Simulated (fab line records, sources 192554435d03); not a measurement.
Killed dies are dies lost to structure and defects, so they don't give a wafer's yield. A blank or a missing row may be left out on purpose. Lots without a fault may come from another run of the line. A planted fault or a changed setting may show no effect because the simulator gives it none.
Chamber matching | flow n5_finfet | N5_STI_FIN_REVEAL_STRIP_24 on rie_diel-05: 3 sister chambers
The step strips in N2/H2, time 90 s. 3 wafers are shown with their chamber, then 6 later ones without.

WAFERS WITH THEIR CHAMBER
wafer  | chamber | showerhead_plenum_p_Torr (Torr)
L085.4 | 0       | 3.26
L088.4 | 1       | 3.46
L089.1 | 3       | 3.46

WAFERS WITHOUT THEIR CHAMBER
wafer  | showerhead_plenum_p_Torr (Torr)
L089.2 | 3.25
L089.3 | 3.45
L093.5 | 3.45
L097.1 | 3.45
L097.2 | 3.45
L097.3 | 3.25

WHICH CHAMBER EACH WENT THROUGH
wafer  | from the rows above     | in truth
L089.2 | 0                       | 0
L089.3 | can't be placed: 1 or 3 | 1
L093.5 | can't be placed: 1 or 3 | 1
L097.1 | can't be placed: 1 or 3 | 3
L097.2 | can't be placed: 1 or 3 | 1
L097.3 | 0                       | 0
Placed correctly: 2 of 6. Can't be placed from these rows: 4 (the true chamber is among the candidates in 4). Placed wrongly: 0.
How it was worked out, from the rows above alone: a wafer's distance from a chamber is the root of the sum, over the readings, of the square of ((its reading less the chamber's mean) divided by the reading's scatter). The wafer belongs to the nearest chamber; if the next one is less than 2 further off, it can't be placed. A chamber's mean is the mean of its shown wafers. The scatter: with one shown wafer a chamber, the root of the mean of the squares of how far each hidden wafer lies from its nearest shown one.
